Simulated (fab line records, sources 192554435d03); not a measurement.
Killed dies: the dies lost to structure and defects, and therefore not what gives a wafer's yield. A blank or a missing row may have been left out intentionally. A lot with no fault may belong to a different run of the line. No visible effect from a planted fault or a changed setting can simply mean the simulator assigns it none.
Comparing a struck lot with a sound one | flow n5Finfet | 35 out of 1938 route steps
Sound: the wafers L106.1, L106.2, L106.3. Struck: wafers L116.2, L116.4, L116.5. The cause comes at the end.
Per side, at each step with rows, come the tool, then ch with its chambers, and then its first start. Under that, the readings that differ: sound wafers | struck wafers | difference of the means | sigmas: that difference in standard deviations of wafers without a fault.
alike: readings whose means differ by less than 2 such deviations, and words and numbers that are the same on both sides. not compared: withheld readings, readings that some wafer has no value for, bounds like >300 that may hide the same value, and numbers for which the record gives no deviation and whose values overlap.
The two part at a step that has a row with sigmas, a row that says differs or no value, or rows on one side only. Non-overlapping numbers with no deviation appear without sigmas and do not part them. Lack of a reading on every wafer of one side parts them only where that side has two or more wafers.

first, 9 steps without rows for these wafers: N5_STI_FIN_REVEAL_SRD_21 (time 30 s); N5_STI_FIN_REVEAL_OXIDATION_33 (chemistry O2 PLASMA REMOTE, time 20 s); N5_STI_FIN_REVEAL_CLEAN_19 (cleans in O3/DIW, time 120 s); N5_STI_FIN_REVEAL_SRD_23 (time 30 s); N5_STI_FIN_REVEAL_PRECLEAN_18 (cleans in SC2, time 45 s); N5_STI_FIN_REVEAL_SRD_28 (time 30 s); N5_DUMMY_GATE_PRECLEAN_00 (cleans in O3/DIW, time 60 s); N5_DUMMY_GATE_SRD_01 (time 30 s); N5_DUMMY_GATE_ALD_02 (deposits SiO2, target thk 2 nm, pulse time 1 s).
N5_DUMMY_GATE_CVD_03: deposits a-Si from SiH4, target thk 150 nm, time 8042 s.
  sound on lpcvd-02 ch 1/15,1/20,1/25, day 2 13:32; struck on lpcvd-02 ch 1/20,1/29,1/34, day 5 01:14
reading                                    | sound         | struck            | difference | sigmas
model.a-Si_of_DUMMY_GATE_CVD_03.thkNm (nm) | 148 149 149.2 | 109.8 110.4 109.8 | -38.7      | 
  alike: spikeTcLowerC, zonePowerTopPct, zonePowerUpperPct
then, 24 steps without rows for these wafers: N5_DUMMY_GATE_PRECLEAN_46 (cleans in DIW, time 89.5 s); N5_DUMMY_GATE_SRD_47 (dry time 32 s); N5_DUMMY_GATE_CMP_04 (polishes a-Si); N5_DUMMY_GATE_HM_DEP_06 (deposits SiNx from DCS/NH3, target thk 80 nm, time 5141 s); N5_DUMMY_GATE_PECVD_30 (deposits SiO2 from TEOS/O2, target thk 55 nm, time 10.8 s); N5_DUMMY_GATE_COAT_34 (time 60 s, resist thk 60 nm); N5_DUMMY_GATE_COAT_35 (time 60 s, resist thk 10 nm); N5_DUMMY_GATE_COAT_28 (time 60 s, resist thk 10 nm); N5_DUMMY_GATE_COAT_09 (resist thk 30 nm); N5_DUMMY_GATE_EBR_11; N5_DUMMY_GATE_SOFTBAKE_10 (time 60 s); N5_DUMMY_GATE_EXPOSE_12 (exposes mask GATE, target cd 25 nm); N5_DUMMY_GATE_PEB_13 (peb time 60 s); N5_DUMMY_GATE_DEVELOP_14 (develop time 30 s); N5_DUMMY_GATE_DESCUM_20 (chemistry O2, time 6.2 s); N5_DUMMY_GATE_ETCH_29 (etches underlayer in N2/H2, target depth 13 nm); N5_DUMMY_GATE_ETCH_36 (etches SiARC in CF4, target depth 13 nm); N5_DUMMY_GATE_ETCH_37 (etches SOC in N2/H2, target depth 60 nm, overetch 30 nm); N5_DUMMY_GATE_STRIP_38 (strips in N2/H2); N5_DUMMY_GATE_STRIP_39 (strips in N2/H2); N5_DUMMY_GATE_TRIM_49 (chemistry O2, time 29 s, target cd 14 nm); N5_DUMMY_GATE_STRIP_40 (strips in CF4); N5_DUMMY_GATE_ETCH_31 (etches SiO2 in C4F6/O2, target depth 82.5 nm, time 27.5 s); N5_DUMMY_GATE_STRIP_41 (strips in O2).
-- a jump in the record: the struck wafers' starts before and after are 10 days apart (it breaks off in module DUMMY_GATE and resumes in module PASSIVATION, where the first step shown is number 1936 of the route) --
N5_PASSIVATION_PROBE_49:
  only the struck wafers here have rows in the record (prober-01, day 15 09:08); the sound ones have none

## WHERE THEY PART
N5_PASSIVATION_PROBE_49 only, going by this record.

WHY: what the simulator had put in
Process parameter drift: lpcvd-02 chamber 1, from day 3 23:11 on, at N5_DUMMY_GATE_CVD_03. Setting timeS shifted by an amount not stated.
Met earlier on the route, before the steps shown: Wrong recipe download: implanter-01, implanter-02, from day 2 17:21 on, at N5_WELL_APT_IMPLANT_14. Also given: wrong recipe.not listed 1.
